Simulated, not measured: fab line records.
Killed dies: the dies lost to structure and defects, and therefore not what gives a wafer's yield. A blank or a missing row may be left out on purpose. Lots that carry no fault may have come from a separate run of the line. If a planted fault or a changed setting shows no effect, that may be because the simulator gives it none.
fab line records | flow n5Finfet
record: lots: 5 wafers: 15 lastDay: 17
route steps=1938 shown BEOL_M4@1072 BEOL_M5@1112 PASSIVATION@1936
lots with no fault: from the same line, run without faults
startH: hours from the record's opening day to when the first of the lot's shown wafers began | waitH: hours elapsed since this lot's preceding step | " the same as in the row above | L1.1+2: several wafers, shown together as one row | - no value, or no start was given | * or withheld: withheld | < > ~ a bound
route shown NAME@n: NAME is a module with steps in the file, n the number in the route of the first one | usual: the fault-free wafers' mean and standard deviation | same: alike in all rows | chamber/n: place in a boat | sites: each site's reading | _std_site: standard deviation across them | _edge_site: outer sites' mean less inner sites' | radiusMm: for every site, how far away it sits from the centre of the wafer | mask NAME#n: copy n | behind: the tool/chamber that last shaped the wafer | hold: the reason the lot was held/the length of the hold in hours/how it ended | device: the n, p or np transistor that did not switch | end of line: the route-end tests of the same wafers | step lacking rows: just its recipe | killed: not the wafer's yield, but the dies lost to structure and defects at the first sort | map: a wafer's dies, marking killed ones x, the rest . and places with no die _
set.NAME: the setting that was run; set.NAME@STEP: the one run at that earlier step | model.NAME: the simulator's own value behind a step, which no gauge read
lots seen at some steps along the route; tables by step, rows by wafer
services: a tool's chamber out of use, with start hour (startH, from the record's first day; less than 0 if before it), hours out, and reason
== steps ==
step: N5_BEOL_M4_STRIP_97
recipe: chemistry: N2/H2 timeS: 10 powerW: 450 tempC: 40 pressureMtorr: 20 rfFrequencyHz: 6e+07 biasPowerW: 7 n2FlowSccm: 200 h2FlowSccm: 200
step: N5_BEOL_M4_OCD_MEAS_38
usual: trenchDepthNm: 55.2/1
columns lot.wafer tool chamber startH waitH trenchDepthNm
L898.1 ocd-01 - 238.51 - 57.4
L898.2 " - " " 53.7
L898.3 " - " " 54.8
L904.1 ocd-02 - 277.27 - 54.6
L904.4 " - " " 54.8
L904.5 " - " " 56.3
L907.1 ocd-01 - 295.94 - 54.8
L907.3 " - " " 55.5
L907.6 " - " " 55.6
L897.1 ocd-01 - 302.62 - 57.2
L897.2 " - " " 54.8
L897.5 " - " " 54.6
L910.1 ocd-01 - 305.99 - 54.2
L910.4 " - " " 55.9
L910.6 " - " " 54.5
step: N5_BEOL_M4_HM_STRIP_39
recipe: chemistry: peroxideTinStrip material: TiN targetDepthA: 250 tempC: 50 timeS: 158
step: N5_BEOL_M4_SRD_40
recipe: timeS: 30 tempC: 23 rinseLiquid: diw dry: ipaMarangoni
step: N5_BEOL_M4_PRECLEAN_42
recipe: chemistry: residueRemover timeS: 60 tempC: 40
step: N5_BEOL_M4_SRD_43
recipe: timeS: 30 tempC: 23 rinseLiquid: diw dry: ipaMarangoni
step: N5_BEOL_M4_CD_MEAS_35
recipe: targetCdNm: 18 targetCdYNm: 22.4 polarity: opening
usual: cdNm: 18.1/0.35
columns lot.wafer tool chamber startH waitH cdNm
L898.1 cdSem-03 - 238.67 0.0 18.2
L898.2 " - " " 17.8
L898.3 " - " " 17.7
L904.1 cdSem-02 - 277.44 0.0 18.2
L904.4 " - " " 17.7
L904.5 " - " " 18.6
L907.1 cdSem-03 - 296.09 0.0 17.1
L907.3 " - " " 17.6
L907.6 " - " " 18.0
L897.1 cdSem-01 - 302.77 0.0 18.5
L897.2 " - " " 18.1
L897.5 " - " " 18.1
L910.1 cdSem-01 - 306.14 0.0 17.8
L910.4 " - " " 17.4
L910.6 " - " " 18.1
step: N5_BEOL_M4_DEGAS_44
recipe: ambient: vacuum tempC: 250 timeS: 60
step: N5_BEOL_M4_PRE_CLEAN_45
recipe: gas: H2/He timeS: 30 tempC: 250
step: N5_BEOL_M4_ALD_84
recipe: material: TaN targetThkA: * tempC: 275 aldPrecursorFamily: PDMAT aldCoReactant: NH3 pressureTorr: 3 carrierFlowSccm: 1500 pulseTimeS: 2 purgeTimeS: 3 coReactantPurgeTimeS: 2 coReactantPulseTimeS: 3 aldCycles: 30 precursorVesselTempC: 75 precursorVesselPressureTorr: 26.25 precursorVesselCarrierSccm: 1000
step: N5_BEOL_M4_SURFACE_TREAT_85
recipe: gas: Ar timeS: * ionEnergyEv: * ionCurrentMaCm2: 0.5 pressureMtorr: * arFlowSccm: 30
step: N5_BEOL_M4_CVD_47
recipe: material: Co targetThkA: 30 tempC: withheld precursor: CCTBA/H2 pressureTorr: 30 timeS: 223.8
step: N5_BEOL_M4_SPUTTER_48
recipe: material: Cu targetThkA: 45 tempC: -20 chamberPressurePa: 0.07 powerW: withheld timeS: 8.29
usual: throttleValvePct: 30.2/0.71
columns lot.wafer tool chamber startH waitH throttleValvePct
L898.1 pvdSputter-02 - 241.12 1.8 28.9
L898.2 " - " " 30.6
L898.3 " - " " 30.3
L904.1 pvdSputter-01 - 279.05 0.1 29.4
L904.4 " - " " 31.1
L904.5 " - " " 31.1
L907.1 pvdSputter-01 - 297.17 0.1 30.9
L907.3 " - " " 29.3
L907.6 " - " " 29.1
L897.1 pvdSputter-02 - 303.94 0.1 30.7
L897.2 " - " " 29.1
L897.5 " - " " 30.5
L910.1 pvdSputter-02 - 306.94 0.2 29.0
L910.4 " - " " 30.5
L910.6 " - " " 30.2
step: N5_BEOL_M4_ANNEAL_49
recipe: tempC: 400 timeS: 240 ambient: vacuum
step: N5_BEOL_M4_SPUTTER_79
recipe: material: Cu targetThkA: 45 tempC: -20 chamberPressurePa: 0.07 powerW: withheld timeS: 8.29
usual: throttleValvePct: 30.2/0.74
columns lot.wafer tool chamber startH waitH throttleValvePct
L898.1 pvdSputter-02 - 241.34 0.1 29.3
L898.2 " - " " 30.5
L898.3 " - " " 30.2
L904.1 pvdSputter-01 - 279.27 0.1 29.4
L904.4 " - " " 31.0
L904.5 " - " " 31.1
L907.1 pvdSputter-01 - 297.39 0.1 31.1
L907.3 " - " " 29.4
L907.6 " - " " 29.4
L897.1 pvdSputter-02 - 304.16 0.1 31.0
L897.2 " - " " 29.0
L897.5 " - " " 30.5
L910.1 pvdSputter-02 - 307.16 0.1 29.0
L910.4 " - " " 30.6
L910.6 " - " " 30.1
step: N5_BEOL_M4_ANNEAL_80
recipe: tempC: 400 timeS: 240 ambient: vacuum
step: N5_BEOL_M4_SPUTTER_81
recipe: material: Cu targetThkA: 45 tempC: -20 chamberPressurePa: 0.07 powerW: withheld timeS: 8.29
step: N5_BEOL_M4_ANNEAL_82
recipe: tempC: 400 timeS: 240 ambient: vacuum
step: N5_BEOL_M4_SPUTTER_86
recipe: material: Cu targetThkA: 45 tempC: -20 chamberPressurePa: 0.07 powerW: withheld timeS: 8.29
step: N5_BEOL_M4_ANNEAL_87
recipe: tempC: 400 timeS: 240 ambient: vacuum
step: N5_BEOL_M4_SPUTTER_88
recipe: material: Cu targetThkA: 45 tempC: -20 chamberPressurePa: 0.07 powerW: withheld timeS: 8.29
usual: throttleValvePct: 30.2/0.76
columns lot.wafer tool chamber startH waitH throttleValvePct
L898.1 pvdSputter-02 - 242.00 0.1 29.2
L898.2 " - " " 30.8
L898.3 " - " " 30.4
L904.1 pvdSputter-01 - 279.93 0.1 29.0
L904.4 " - " " 30.7
L904.5 " - " " 31.2
L907.1 pvdSputter-01 - 298.05 0.1 31.3
L907.3 " - " " 29.4
L907.6 " - " " 29.4
L897.1 pvdSputter-02 - 304.82 0.1 31.5
L897.2 " - " " 29.0
L897.5 " - " " 30.6
L910.1 pvdSputter-02 - 307.82 0.1 29.1
L910.4 " - " " 30.6
L910.6 " - " " 30.5
step: N5_BEOL_M4_ANNEAL_89
recipe: tempC: 400 timeS: 240 ambient: vacuum
step: N5_BEOL_M4_SPUTTER_90
recipe: material: Cu targetThkA: 45 tempC: -20 chamberPressurePa: 0.07 powerW: withheld timeS: 8.29
step: N5_BEOL_M4_ANNEAL_91
recipe: tempC: 400 timeS: 240 ambient: vacuum
step: N5_BEOL_M4_SPUTTER_92
recipe: material: Cu targetThkA: 45 tempC: -20 chamberPressurePa: 0.07 powerW: withheld timeS: 8.29
step: N5_BEOL_M4_ANNEAL_93
recipe: tempC: 400 timeS: 240 ambient: vacuum
usual: heaterPowerW: 812/66
columns lot.wafer tool chamber startH waitH heaterPowerW
L898.1 pvdSputter-02 - 242.52 0.0 704
L898.2 " - " " 784
L898.3 " - " " 827
L904.1 pvdSputter-01 - 280.45 0.0 749
L904.4 " - " " 823
L904.5 " - " " 883
L907.1 pvdSputter-01 - 298.57 0.0 908
L907.3 " - " " 750
L907.6 " - " " 855
L897.1 pvdSputter-02 - 305.34 0.0 797
L897.2 " - " " 735
L897.5 " - " " 765
L910.1 pvdSputter-02 - 308.34 0.0 732
L910.4 " - " " 784
L910.6 " - " " 809
step: N5_BEOL_M4_SPUTTER_94
recipe: material: Cu targetThkA: 45 tempC: -20 chamberPressurePa: 0.07 powerW: withheld timeS: 8.29
step: N5_BEOL_M4_ANNEAL_95
recipe: tempC: 400 timeS: 240 ambient: vacuum
step: N5_BEOL_M4_SPUTTER_96
recipe: material: Cu targetThkA: 45 tempC: -20 chamberPressurePa: 0.07 powerW: withheld timeS: 8.29
step: N5_BEOL_M4_ECD_50
recipe: material: Cu targetThkA: 3000
step: N5_BEOL_M4_ANNEAL_51
recipe: tempC: 225 timeS: 90 ambient: N2
usual: wafer_temp_C_max: 226.03/0.28
columns lot.wafer tool chamber startH waitH wafer_temp_C_max
L898.1 rtpAnneal-01 0 243.08 0.1 226.01
L898.2 " 0 " " 226.32
L898.3 " 0 " " 225.92
L904.1 rtpAnneal-01 0 281.01 0.1 226.69
L904.4 " 0 " " 226.58
L904.5 " 0 " " 226.27
L907.1 rtpAnneal-02 0 299.31 0.2 226.51
L907.3 " 0 " " 226.13
L907.6 " 0 " " 226.20
L897.1 rtpAnneal-01 0 305.91 0.1 225.96
L897.2 " 0 " " 226.06
L897.5 " 0 " " 226.39
L910.1 rtpAnneal-02 0 308.90 0.1 225.80
L910.4 " 0 " " 225.83
L910.6 " 0 " " 225.95
step: N5_BEOL_M4_CMP_52
recipe: stopOn: SiOC tOverpolishS: 6.8 downForcePsi: 1 platenRpm: 50 clearingPlatenDownForcePsi: 1.5 clearingPlatenRpm: 50 postCmpClean: cuAlkaline targetThkNm: 40 clearingPlatenPadVelocityMS: 0.99484 padVelocityMS: 0.99484
usual: barrierFieldEndpointS: 24.5/0.7 clearingPlatenRpm: 49.998/0.027 motorCurrentA: 6.2/0.35 overpolishRunS: 6.799/0.0095 platenRpm: 50.00/0.033 timeToEndpointS: 61/3.2
columns lot.wafer tool chamber startH waitH barrierFieldEndpointS clearingPlatenRpm motorCurrentA overpolishRunS platenRpm timeToEndpointS
L898.1 cmp-01 3 243.37 0.3 25.2 50.003 5.9 6.811 50.04 68
L898.3 " 0 " " 25.2 50.027 6.2 6.804 49.98 63
L898.2 " 2 " " 24.7 49.984 6.0 6.805 49.96 63
L904.1 cmp-01 0 281.34 0.3 24.5 50.022 6.0 6.805 50.00 64
L904.4 " 1 " " 24.6 50.022 6.1 6.803 50.04 61
L904.5 " 3 " " 25.3 50.001 6.0 6.781 49.95 66
L907.3 cmp-02 0 299.69 0.2 25.0 49.981 5.8 6.803 50.02 60
L907.1 " 1 " " 24.7 49.976 5.8 6.802 50.00 60
L907.6 " 2 " " 26.2 50.029 7.0 6.806 50.00 65
L897.2 cmp-03 3 306.34 0.3 24.9 49.987 6.2 6.805 50.03 61
L897.1 " 0 " " 25.5 49.966 5.3 6.787 50.01 66
L897.5 " 2 " " 24.8 50.042 6.2 6.809 50.01 62
L910.4 cmp-03 2 309.28 0.2 24.9 50.022 6.2 6.804 49.95 63
L910.1 " 1 " " 23.7 49.960 6.3 6.777 50.03 56
L910.6 " 3 " " 24.5 50.007 6.4 6.804 50.02 60
step: N5_BEOL_M4_PRE_CLEAN_60
recipe: gas: NH3/H2 timeS: 15 tempC: * rfPowerW: 300
step: N5_BEOL_M4_CO_CAP_55
recipe: material: Co targetThkA: 20 tempC: 200 precursor: CCTBA/H2 pressureTorr: 30 timeS: 102.1
step: N5_BEOL_M4_PRE_CLEAN_56
recipe: gas: NH3 timeS: 15 tempC: withheld rfPowerW: 300
step: N5_BEOL_M4_DEP_57
recipe: material: SiCN targetThkA: 80 tempC: withheld precursor: 3MS/NH3 pressureTorr: 3 rfW: 202 timeS: 14
step: N5_BEOL_M4_RS_MEAS_58
recipe: thkMeasGauge: four-point-probe reads: Co_of_BEOL_M4_CO_CAP_55+Cu_of_BEOL_M4_ECD_50+Co_of_BEOL_M4_CVD_47+TaN_of_BEOL_M4_ALD_84
usual: M4_RS: 0.68/0.034
columns lot.wafer tool chamber startH waitH M4_RS[ohm/sq]
L898.1 filmMetro-02 - 243.93 0.0 0.64
L898.2 " - " " 0.71
L898.3 " - " " 0.73
L904.1 filmMetro-01 - 281.86 0.0 0.68
L904.4 " - " " 0.71
L904.5 " - " " 0.60
L907.1 filmMetro-02 - 300.17 0.0 0.69
L907.3 " - " " 0.69
L907.6 " - " " 0.64
L897.1 filmMetro-01 - 306.85 0.1 0.63
L897.2 " - " " 0.73
L897.5 " - " " 0.71
L910.1 filmMetro-02 - 309.84 0.0 0.75
L910.4 " - " " 0.68
L910.6 " - " " 0.72
step: N5_BEOL_M4_RC_MEAS_101
usual: DIBL_N: 36.0/1.7 DIBL_P: 36.2/1.9 IOFF_N: 0.154/0.028 IOFF_P: 0.21/0.036 ION_N: 675/11 ION_P: 463/8.3 SS_N: 71.4/0.63 SS_P: 73.2/0.55 VT_N: 250.2/3 VT_P: -251/3.7
columns lot.wafer tool chamber startH waitH DIBL_N[mV/V] DIBL_P[mV/V] IOFF_N[nA/um] IOFF_P[nA/um] ION_N[uA/um] ION_P[uA/um] SS_N[mV/dec] SS_P[mV/dec] VT_N[mV] VT_P[mV]
L898.1 prober-02 0 243.98 0.0 35.0 34.9 0.137 0.19 668 458 70.6 73.7 249.0 -252
L898.2 " 0 " " 37.1 36.2 0.167 0.22 678 463 71.9 73.6 248.0 -249
L898.3 " 0 " " 36.0 34.9 0.140 0.19 665 451 70.7 72.7 251.1 -251
L904.1 prober-02 0 281.91 0.0 36.8 34.9 0.152 0.18 660 448 71.8 73.0 253.4 -254
L904.4 " 0 " " 34.3 33.4 0.118 0.17 666 458 71.0 73.1 252.1 -253
L904.5 " 0 " " 35.0 34.5 0.134 0.18 670 461 71.5 72.9 247.7 -250
L907.1 prober-02 0 300.22 0.0 38.9 38.6 0.191 0.21 674 460 72.3 73.7 249.1 -252
L907.3 " 0 " " 34.9 35.6 0.122 0.17 681 466 71.0 72.7 251.9 -255
L907.6 " 0 " " 36.5 37.4 0.148 0.20 680 464 71.5 73.0 249.4 -253
L897.1 prober-01 0 306.90 0.0 36.1 37.7 0.192 0.24 691 470 72.3 74.3 246.1 -250
L897.2 " 0 " " 35.2 36.8 0.161 0.22 682 468 71.5 74.2 249.8 -252
L897.5 " 0 " " 34.1 35.4 0.134 0.19 678 466 71.5 73.2 254.3 -252
L910.1 prober-02 0 309.89 0.0 38.5 38.5 0.199 0.30 691 477 71.6 74.1 245.0 -244
L910.4 " 0 " " 38.5 38.3 0.193 0.28 682 476 72.0 73.6 244.9 -244
L910.6 " 0 " " 36.8 36.4 0.144 0.25 672 472 70.6 73.4 249.5 -246
step: N5_BEOL_M5_ILD_DEP_00
recipe: material: SiCOH_lowk targetThkA: 1406.4 tempC: 300 precursor: DEMS/porogen pressureTorr: 5 rfW: 500 timeS: 25.9
step: N5_BEOL_M5_CURE_79
recipe: tempC: 385 timeS: 240 ambient: He/Ar material: SiCOH_lowk
step: N5_PASSIVATION_PROBE_49
usual: defectLimitedYield: 90.9/1.4 killed_at_M0_to_M3: 38/11 killed_at_M4_up: 13/5.9 killedAtContacts: 14/6.4 killedAtFrontEnd: 38/11 killedAtOther: 3.3/2.5 killedDies: 107/16 killedOnRim: 14/3.6 killedOpen: 70/12 killedShort: 35/7.7 sort_bin_5_function: 5.3/0.94 sort_bin_6_memory: 3.5/0.7 sortNPass: 1073/16 sortYieldPct: 90.9/1.4
same: grossDies: 1180 killedAtBackSide: 0 sort_bin_4_leakage[%]: 0 sort_bin_8_speed[%]: 0
columns lot.wafer tool chamber startH waitH defectLimitedYield[%] killed_at_M0_to_M3 killed_at_M4_up killedAtContacts killedAtFrontEnd killedAtOther killedDies killedOnRim killedOpen killedShort sort_bin_5_function[%] sort_bin_6_memory[%] sortNPass sortYieldPct[%]
L904.1 prober-02 - 395.80 0.0 90.6 37 36 4 32 2 111 19 77 32 6.1 2.7 1069 90.6
L907.3 prober-01 - 414.33 0.1 85.3 17 94 16 42 5 174 29 59 26 8.1 4.1 1006 85.3
killed by level:class
L904.1 BEOL_M4:geometricParticle:open=21 DUMMY_GATE:geometricParticle:open=9 BEOL_M2:geometricParticle:open=9 BEOL_M4:geometricParticle:short=8 BEOL_M0_SAQP:geometricParticle:short=7 STI_FIN_REVEAL:geometricParticle:open=6 BEOL_M1:geometricParticle:open=6 BEOL_M3:geometricParticle:open=6
L907.3 BEOL_M4:unspecified=84 MOL_CONTACT_COAG:geometricParticle:open=14 FIN_SAQP:geometricParticle:open=11 DUMMY_GATE:geometricParticle:open=6 BEOL_M0_SAQP:geometricParticle:short=5 BEOL_M0_SAQP:geometricParticle:open=5 STARTING-WAFER:geometricParticle:open=5 STI_FIN_REVEAL:geometricParticle:open=4
map L907.3 (x killed, . not)
_________________...xxx......________________
______________.................._____________
___________................x.......__________
__________...............x........x._________
________........x..........x.........._______
_______.....x..xx...x..................______
______x.......x.x......................._____
_____xx.xx............x.....x..x.........____
____xxxx..x...........xx..................___
___xxxxxx......x........x..................__
___xxxxxxxxx...............................__
__xxxxxxxxx..x..x...........x...x..........._
__xxxxxxxx.x..x.......x.x..............x...._
_xxxxxxxxxx.......xx.....xx......xx.x...x....
_xxxxxxxxxx........xx.x..............x.......
_xxxxxxx.....................x..x....x.......
_xx.xxxxx.............x..x....x..............
_x.xxx.x...x...............................x.
_.....x..x.....x............................x
_................x............x.........x....
_x....................x......................
__.x....x............x...x.................._
__........x...............x...x......x.....x_
___........................................__
___............x.....x..x.x..............x.__
____..............x......x...x.....x......___
_____.........................x....x..x..____
______..x.x..................x.........._____
_______........x............x..........______
________.................x........x..._______
__________....................x....x_________
___________...........x............__________
______________...x..........x..._____________
_________________........x...________________
map L904.4 (x killed, . not)
_________________......x.....________________
______________..x.........x....._____________
___________xx....................xx__________
__________.......x................x._________
________.x........x......x.....x......_______
_______..........x......x..............______
______............x................x.x.._____
_____x.......................x........x..____
____.....xx....x........x......x..........___
___.................x..xx...x..............__
___.....xx..............x....x.............__
__....x.xx....x......x......................_
__x......x.......x.x............x.......x.x._
_....................x.......xx.....x..x.x...
_.............x..........x...................
_.x..x............x......x...................
_.................xx.........x.......x.......
_xx......x..x....x..............x..x..x......
_.........x................x...............x.
_.....................................x......
_.........x..................................
__x...x..x........................x.......x._
__....x..xx......xx...x......x.x.......xx..._
___.....x................................x.__
___..............................x.x.....xx__
____...............x.......x.....x........___
_____xx.....x........xx..x.......x.......____
______....x.........x..................._____
_______x...............x..x...x........______
________......xx......x.........x....._______
__________.....x...................._________
___________.x......x.....x.........__________
______________.x...x..........x._____________
_________________..x......x..________________
== services ==
columns tool chamber startH hours kind
cmp-03 - 220.37 0.8 repair
pvdSputter-01 - 237.91 1.1 repair
cmp-01 - 251.66 1.4 repair
cmp-01 - 253.25 6.7 pm
cmp-01 - 265.31 4.0 pm
cmp-01 - 269.31 - consumableReplace:conditioner
cmp-01 - 269.31 - consumableReplace:pad
cmp-02 - 308.14 9.1 pm
== key ==
firstSign: step: N5_PASSIVATION_PROBE_49 reading: killed_at_M4_up direction: up sigmas: 14 usual: 13 struck: 94
effect: step: N5_PASSIVATION_PROBE_49 reading: killedDies direction: up sigmas: 4.1 usual: 107 struck: 174
moreKillsBornAt: N5_BEOL_M4_SPUTTER_48@pvdSputter-01: 84
metAt N5_BEOL_M4_SPUTTER_48
struckWafers L907.3
onsetBetween 279.05 297.17
fault: kind: chamberParticleSource tool: pvdSputter-01 chamber: - onsetH: 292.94 steps: N5_BEOL_M4_SPUTTER_48 ratePerVisitCm2: 0.9622 endH: 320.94 scope: struckWafersOnly
